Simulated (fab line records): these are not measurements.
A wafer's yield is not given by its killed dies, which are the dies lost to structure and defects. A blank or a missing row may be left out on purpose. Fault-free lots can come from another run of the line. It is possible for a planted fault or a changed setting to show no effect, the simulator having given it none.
Chamber matching | flow n5-finfet | rie-diel-02 running N5_MOL_CONTACT_COAG_ETCHBACK_135: 4 sister chambers
The step etches SiO2 in CHF3, target depth 25 nm, time 16.7 s. 8 wafers are shown with their chamber, then 8 later ones without.

WAFERS PAIRED WITH THEIR CHAMBERS
wafer  | chamber | showerhead-plenum-p-Torr (Torr) | rf-vpp-V (V)
L079.5 | 3       | 2.52                            | 517
L079.6 | 0       | 2.44                            | 526
L080.1 | 2       | 2.38                            | 517
L080.5 | 1       | 2.47                            | 500
L083.4 | 1       | 2.46                            | 499
L083.5 | 2       | 2.38                            | 517
L083.6 | 3       | 2.51                            | 517
L087.2 | 0       | 2.44                            | 526

WAFERS WITHOUT THEIR CHAMBER
wafer  | showerhead-plenum-p-Torr (Torr) | rf-vpp-V (V)
L087.3 | 2.51                            | 517
L087.6 | 2.37                            | 517
L089.1 | 2.51                            | 517
L089.4 | 2.37                            | 517
L089.6 | 2.43                            | 527
L097.2 | 2.50                            | 517
L097.3 | 2.45                            | 499
L097.6 | 2.45                            | 499

EACH ONE'S CHAMBER
wafer  | from the rows above | in truth
L087.3 | 3                   | 3
L087.6 | 2                   | 2
L089.1 | 3                   | 3
L089.4 | 2                   | 2
L089.6 | 0                   | 0
L097.2 | 3                   | 3
L097.3 | 1                   | 1
L097.6 | 1                   | 1
8 of 8 placed correctly. Left unplaced by these rows: 0. Number placed wrongly: 0.
How it was worked out, from the rows above alone: a wafer's distance from a chamber is the root of the sum, over the readings, of the square of ((its reading less the chamber's mean) divided by the reading's scatter). If the next closest chamber is less than 2 further off than the closest, the wafer can't be placed; otherwise it belongs to the closest. The mean given for a chamber averages the wafers shown for that chamber. The scatter: the root of (the sum of the squares of (reading less its chamber's mean) over the shown wafers, divided by (wafers less chambers)).
